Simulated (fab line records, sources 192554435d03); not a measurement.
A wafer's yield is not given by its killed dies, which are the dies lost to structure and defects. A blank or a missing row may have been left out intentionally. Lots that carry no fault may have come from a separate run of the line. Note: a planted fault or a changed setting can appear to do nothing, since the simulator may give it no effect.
fab line records    flow n5_finfet
record lots=9  wafers=27  last_day=17
route steps=1938 shown BEOL_M3@1019 BEOL_M4@1038
lots untouched by any fault: they come from a run of this same line in which no faults occurred
start_h: the number of hours between the record's first day and the start of the first shown wafer of the lot    wait_h: hours since the lot's step before    " same as the row above    L1.1+2: a row that stands for several wafers    - no value, or no start given    * or withheld: withheld    < > ~ a bound
route shown NAME@n: names a module that has steps shown in the file, with the first one's number in the route    usual: mean/standard deviation of fault-free wafers    same: alike in all rows    chamber/n: place in a boat    sites: readings site by site    _std_site: the values' standard deviation    _edge_site: outer sites' mean less inner sites'    radius_mm: how far each site lies from the wafer's centre    mask NAME#n: copy n    behind: tool/chamber where the wafer was last shaped    hold: why the lot went on hold/how many hours it stayed there/how the hold came to an end    device: the transistor (n, p or np) that didn't switch    end of line: the tests these same wafers got at the end of their route    a step without rows: its recipe alone    killed: dies lost to structure and defects at the first sort, not the wafer's yield    map: per-die view of a wafer (x killed, . not killed, _ where there is no die)
set.NAME: the setting the step ran with; set.NAME@STEP: the setting that earlier step ran with    model.NAME: the simulator's own value behind a step, which no gauge read
one table for each step of the route and one row for each wafer, over a sample of lots
services: a tool's chamber out of use, with start hour (start_h, from the record's first day; less than 0 if before it), hours out, and reason
## steps
# step N5_BEOL_M3_RS_MEAS_58
# recipe thk_meas_gauge=four-point-probe  reads=Co_of_BEOL_M3_CO_CAP_55+Cu_of_BEOL_M3_ECD_50+Co_of_BEOL_M3_CVD_47+TaN_of_BEOL_M3_ALD_84
# usual M3_RS=0.661/0.029
lot.wafer  tool           chamber  start_h  wait_h  M3_RS[ohm/sq]
L528.1     film_metro-02  -        146.01   0.1     0.682
L528.3     "              -        "        "       0.705
L528.5     "              -        "        "       0.636
L529.3     film_metro-02  -        162.28   0.1     0.632
L529.5     "              -        "        "       0.595
L529.6     "              -        "        "       0.636
L531.1     film_metro-01  -        166.33   0.0     0.684
L531.4     "              -        "        "       0.626
L531.6     "              -        "        "       0.641
L532.1     film_metro-01  -        177.80   0.1     0.675
L532.2     "              -        "        "       0.664
L532.3     "              -        "        "       0.684
L537.1     film_metro-02  -        222.49   0.0     0.700
L537.3     "              -        "        "       0.665
L537.5     "              -        "        "       0.658
L540.2     film_metro-02  -        230.25   0.1     0.679
L540.4     "              -        "        "       0.665
L540.6     "              -        "        "       0.665
L544.1     film_metro-02  -        259.29   0.0     0.666
L544.2     "              -        "        "       0.694
L544.3     "              -        "        "       0.660
L547.1     film_metro-02  -        274.26   0.0     0.659
L547.2     "              -        "        "       0.636
L547.5     "              -        "        "       0.660
L550.1     film_metro-02  -        289.88   0.0     0.701
L550.2     "              -        "        "       0.704
L550.6     "              -        "        "       0.662
# step N5_BEOL_M4_ETCH_74
# recipe chemistry=N2/H2  target=underlayer  target_depth_a=65  mask_material=CAR-EUV  time_s=5.2  ion_energy_ev=200  pressure_mtorr=30  source_w=840  bias_w=150  n2_flow_sccm=200  h2_flow_sccm=200  ends=cleared
# usual drypump_motor_current_A=5.8/0.43  etch_rf_on_time_s=5.22/0.071  oes_product_au=0.67/0.079  rf_vpp_V=524.0/2.2  showerhead_plenum_p_Torr=2.56/0.067  throttle_valve_pct=17.96/0.21
lot.wafer  tool         chamber  start_h  wait_h  drypump_motor_current_A  etch_rf_on_time_s  oes_product_au  rf_hours_counter_h  rf_vpp_V  showerhead_plenum_p_Torr  throttle_valve_pct
L528.1     rie_diel-03  0        147.15   0.0     5.5                      5.22               0.60            217                 525.7     2.63                      17.85
L528.3     "            1        "        "       6.0                      5.23               0.59            239                 524.8     2.51                      18.28
L528.5     "            3        "        "       6.1                      5.26               0.59            -                   523.6     2.51                      17.95
L529.3     rie_diel-01  3        163.59   0.0     6.1                      5.14               0.74            48                  526.2     2.58                      17.93
L529.5     "            2        "        "       5.9                      5.18               0.64            -                   524.4     2.55                      17.79
L529.6     "            3        "        "       6.1                      5.11               0.73            -                   525.4     2.58                      17.91
L531.1     rie_diel-04  0        168.11   0.0     5.4                      5.33               0.59            222                 522.0     2.52                      17.96
L531.4     "            2        "        "       5.2                      5.22               0.62            185                 523.9     2.52                      18.10
L531.6     "            3        "        "       6.1                      5.33               0.57            -                   523.8     2.50                      18.12
L532.1     rie_diel-04  1        178.77   0.0     5.7                      5.13               0.66            139                 527.2     2.66                      18.20
L532.2     "            0        "        "       5.4                      5.27               0.58            227                 524.2     2.51                      17.99
L532.3     "            2        "        "       5.2                      5.10               0.63            190                 521.4     2.52                      18.13
L537.1     rie_diel-03  2        224.99   0.0     5.8                      5.39               0.59            201                 525.0     2.53                      18.07
L537.3     "            1        "        "       6.0                      5.16               0.80            8                   522.5     2.50                      17.90
L537.5     "            1        "        "       6.0                      5.17               0.79            -                   524.4     2.50                      17.88
L540.2     rie_diel-01  3        233.02   0.0     6.1                      5.17               0.70            73                  523.7     2.57                      17.95
L540.4     "            3        "        "       6.1                      5.18               0.70            -                   524.8     2.57                      17.98
L540.6     "            0        "        "       6.5                      5.18               0.73            -                   525.6     2.69                      17.92
L544.1     rie_diel-04  2        260.09   0.0     5.2                      5.19               0.59            222                 526.1     2.51                      18.17
L544.2     "            3        "        "       6.1                      5.19               0.76            29                  522.7     2.49                      17.70
L544.3     "            1        "        "       5.7                      5.29               0.63            171                 527.4     2.65                      18.25
L547.1     rie_diel-01  1        275.26   0.0     6.6                      5.13               0.60            228                 523.3     2.51                      18.26
L547.2     "            3        "        "       6.1                      5.26               0.69            89                  523.8     2.56                      17.99
L547.5     "            0        "        "       6.4                      5.12               0.72            -                   529.4     2.68                      17.95
L550.1     rie_diel-04  0        290.80   0.0     5.4                      5.26               0.80            9                   521.8     2.50                      17.61
L550.2     "            3        "        "       6.0                      5.19               0.74            40                  521.9     2.49                      17.70
L550.6     "            3        "        "       6.1                      5.19               0.74            -                   523.1     2.49                      17.71
# step N5_BEOL_M4_HM_OPEN_17
# recipe chemistry=Cl2/BCl3  target_depth_a=200  overetch_a=60  target=TiN  mask_material=SOC  ion_energy_ev=150  pressure_mtorr=10  icp_w=1000  bias_w=126  Cl2_flow_sccm=53.25  bcl3_flow_sccm=21.75  Ar_flow_sccm=25
# usual drypump_motor_current_A=5.8/0.43  oes_product_au=0.66/0.094  throttle_valve_pct=22.04/0.15
lot.wafer  tool          chamber  start_h  wait_h  drypump_motor_current_A  oes_product_au  rf_hours_counter_h  throttle_valve_pct
L528.1     rie_metal-01  1        147.36   0.0     5.3                      0.53            119                 22.01
L528.3     "             1        "        "       5.3                      0.53            -                   21.98
L528.5     "             0        "        "       5.4                      0.59            -                   22.21
L529.3     rie_metal-01  1        163.84   0.1     5.3                      0.53            -                   21.99
L529.5     "             1        "        "       5.3                      0.52            -                   21.98
L529.6     "             0        "        "       5.5                      0.59            -                   22.21
L531.1     rie_metal-01  1        168.33   0.0     5.3                      0.53            120                 21.99
L531.4     "             0        "        "       5.4                      0.59            -                   22.19
L531.6     "             1        "        "       5.3                      0.53            -                   21.99
L532.1     rie_metal-03  1        178.99   0.0     5.9                      0.79            3                   21.91
L532.2     "             0        "        "       6.5                      0.71            20                  21.99
L532.3     "             0        "        "       6.5                      0.71            -                   21.99
L537.1     rie_metal-03  1        225.21   0.0     6.0                      0.76            8                   21.92
L537.3     "             1        "        "       5.9                      0.77            -                   21.91
L537.5     "             1        "        "       5.9                      0.77            -                   21.92
L540.2     rie_metal-01  0        233.27   0.1     5.4                      0.58            -                   22.21
L540.4     "             0        "        "       5.4                      0.59            -                   22.22
L540.6     "             0        "        "       5.5                      0.58            -                   22.22
L544.1     rie_metal-01  0        260.31   0.0     5.5                      0.57            89                  22.22
L544.2     "             1        "        "       5.3                      0.83            0                   21.73
L544.3     "             1        "        "       5.3                      0.83            -                   21.76
L547.1     rie_metal-02  0        275.48   0.0     5.7                      0.58            88                  22.27
L547.2     "             1        "        "       6.3                      0.71            27                  22.02
L547.5     "             0        "        "       5.7                      0.59            -                   22.26
L550.1     rie_metal-01  1        291.01   0.0     5.3                      0.80            1                   21.75
L550.2     "             0        "        "       5.5                      0.58            92                  22.21
L550.6     "             1        "        "       5.3                      0.80            -                   21.75
# step N5_BEOL_M4_COAT_68
# recipe resist=SiARC  temp_c=220  time_s=60  spin_rpm=1500  resist_thk_nm=12
# usual chill_plate_temp_C=22.97/0.11  spin_speed_rpm=1500.0/1
lot.wafer  tool            chamber  start_h  wait_h  chill_plate_temp_C  spin_speed_rpm
L528.1     litho_track-01  0        147.58   -       22.94               1500.8
L528.3     "               0        "        "       22.87               1499.3
L528.5     "               0        "        "       22.87               1498.9
L529.3     litho_track-04  0        164.03   -       23.13               1500.5
L529.5     "               0        "        "       22.97               1499.8
L529.6     "               0        "        "       23.13               1501.8
L531.1     litho_track-04  0        168.55   -       23.03               1499.1
L531.4     "               0        "        "       23.15               1499.4
L531.6     "               0        "        "       23.10               1500.6
L532.1     litho_track-01  0        179.21   -       23.27               1500.8
L532.2     "               0        "        "       23.08               1500.6
L532.3     "               0        "        "       23.05               1501.8
L537.1     litho_track-01  0        225.44   -       23.18               1546.8
L537.3     "               0        "        "       22.95               1547.6
L537.5     "               0        "        "       23.00               1545.7
L540.2     litho_track-01  0        233.55   -       22.80               1547.7
L540.4     "               0        "        "       22.95               1548.7
L540.6     "               0        "        "       22.98               1547.0
L544.1     litho_track-02  0        260.53   -       22.87               1500.5
L544.2     "               0        "        "       23.05               1501.8
L544.3     "               0        "        "       23.04               1502.4
L547.1     litho_track-02  0        275.70   -       23.09               1500.4
L547.2     "               0        "        "       22.97               1501.6
L547.5     "               0        "        "       22.87               1500.9
L550.1     litho_track-04  0        291.23   -       23.03               1498.9
L550.2     "               0        "        "       22.91               1498.9
L550.6     "               0        "        "       22.96               1500.8
# step N5_BEOL_M4_RC_MEAS_101
# usual DIBL_N=36.3/1.2  DIBL_P=36.7/1.5  IOFF_N=0.164/0.02  IOFF_P=0.214/0.024  ION_N=673/8.5  ION_P=461/5.9  SS_N=71.6/0.44  SS_P=73.3/0.55  VT_N=249.4/2.4  VT_P=-250.0/2.3
lot.wafer  tool       chamber  start_h  wait_h  DIBL_N[mV/V]  DIBL_P[mV/V]  IOFF_N[nA/um]  IOFF_P[nA/um]  ION_N[uA/um]  ION_P[uA/um]  SS_N[mV/dec]  SS_P[mV/dec]  VT_N[mV]  VT_P[mV]
L528.1     prober-01  0        158.09   0.0     36.3          35.8          0.162          0.194          674           458           71.9          73.4          249.4     -251.8
L528.3     "          0        "        "       35.6          34.9          0.149          0.182          654           449           71.7          73.3          250.6     -255.3
L528.5     "          0        "        "       36.4          35.2          0.160          0.188          655           453           71.4          74.0          249.2     -251.0
L529.3     prober-02  0        172.04   0.3     36.6          35.3          0.157          0.211          666           463           71.3          72.8          249.4     -248.3
L529.5     "          0        "        "       36.5          34.2          0.150          0.201          667           459           72.1          73.1          252.6     -251.7
L529.6     "          0        "        "       37.0          35.8          0.172          0.227          672           464           71.7          73.0          248.8     -248.0
L531.1     prober-02  0        174.60   0.0     37.0          37.7          0.187          0.214          688           461           72.5          73.3          246.9     -248.0
L531.4     "          0        "        "       35.4          36.0          0.150          0.183          673           456           71.9          73.1          251.1     -253.8
L531.6     "          0        "        "       34.7          35.2          0.138          0.173          665           456           71.7          72.8          250.6     -253.1
L532.1     prober-01  0        188.99   0.0     36.0          36.0          0.149          0.187          658           446           71.7          73.1          253.4     -250.9
L532.2     "          0        "        "       36.0          35.6          0.144          0.178          661           452           71.4          73.0          253.4     -251.6
L532.3     "          0        "        "       36.9          37.8          0.173          0.210          673           458           72.4          73.6          250.8     -251.3
L537.1     prober-01  0        232.24   0.0     36.3          37.8          0.171          0.235          689           472           71.7          73.8          245.1     -249.2
L537.3     "          0        "        "       36.8          38.2          0.169          0.243          678           466           71.7          72.6          248.6     -249.1
L537.5     "          0        "        "       36.5          37.6          0.159          0.227          676           464           71.7          73.7          250.6     -249.4
L540.2     prober-02  0        247.90   0.2     37.8          36.6          0.164          0.201          673           456           71.4          73.5          248.8     -251.1
L540.4     "          0        "        "       36.2          35.0          0.148          0.183          663           451           71.5          73.3          250.9     -253.0
L540.6     "          0        "        "       37.2          35.5          0.161          0.202          663           451           72.0          73.1          250.2     -249.0
L544.1     prober-02  0        269.18   0.0     36.0          36.7          0.159          0.232          679           466           72.1          73.3          249.3     -248.2
L544.2     "          0        "        "       34.2          33.7          0.129          0.190          669           463           71.5          72.7          251.4     -248.6
L544.3     "          0        "        "       35.2          34.7          0.141          0.192          663           457           71.1          72.7          250.4     -251.4
L547.1     prober-01  0        286.48   0.0     36.5          36.7          0.186          0.219          677           459           71.7          73.8          248.8     -249.0
L547.2     "          0        "        "       35.7          35.6          0.168          0.209          691           464           71.4          73.6          247.4     -251.4
L547.5     "          0        "        "       34.4          34.3          0.150          0.187          681           463           71.3          73.1          251.1     -252.3
L550.1     prober-02  0        302.79   0.0     38.4          38.8          0.186          0.236          677           466           71.4          73.5          249.3     -249.4
L550.2     "          0        "        "       39.1          39.1          0.205          0.240          685           467           72.2          73.5          246.7     -248.1
L550.6     "          0        "        "       37.7          37.5          0.175          0.207          684           463           71.6          72.5          248.6     -252.9
## services
tool            chamber  start_h  hours  kind
rie_metal-03    -        144.48   14.6   pm
rie_diel-03     0        155.80   6.7    repair
rie_diel-04     3        168.49   -      clean
rie_diel-04     3        168.49   -      consumable_replace:focus_ring
rie_diel-04     3        168.49   13.4   scheduled_down
rie_diel-04     3        168.49   13.4   vent_cycle
rie_diel-03     1        180.59   -      clean
rie_metal-03    0        184.21   10.9   repair
rie_metal-02    -        190.48   2.7    repair
rie_metal-02    -        227.80   2.8    pm
rie_diel-01     1        228.63   16.2   repair
rie_metal-01    1        232.65   -      clean
rie_metal-01    1        232.65   26.8   scheduled_down
rie_metal-01    1        232.65   26.8   vent_cycle
rie_diel-03     -        239.55   1.0    repair
rie_diel-04     0        244.31   -      clean
rie_diel-04     0        244.31   -      consumable_replace:focus_ring
rie_diel-04     0        244.31   18.2   scheduled_down
rie_diel-04     0        244.31   18.2   vent_cycle
rie_metal-03    -        257.92   0.4    repair
rie_diel-03     1        261.09   19.7   repair
rie_metal-01    1        273.02   12.5   repair
litho_track-04  -        277.02   -      consumable_replace:filter
rie_metal-02    1        287.03   22.4   repair
## key
first_sign step=N5_BEOL_M4_COAT_68  reading=spin_speed_rpm  direction=up  sigmas=46  usual=*  struck=*
effect none on later readings
met_at N5_BEOL_M4_COAT_68
struck_lots L537,L540
not_acting_at N5_BEOL_M3_RS_MEAS_58,N5_BEOL_M4_ETCH_74,N5_BEOL_M4_HM_OPEN_17
onset_between 179.21 225.44
fault kind=process_parameter_drift  tool=litho_track-01  chamber=-  onset_h=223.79  steps=N5_BEOL_M4_COAT_68  channel=spin_rpm  offset=*  shape=step  end_h=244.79  acts_in=*  stated=*
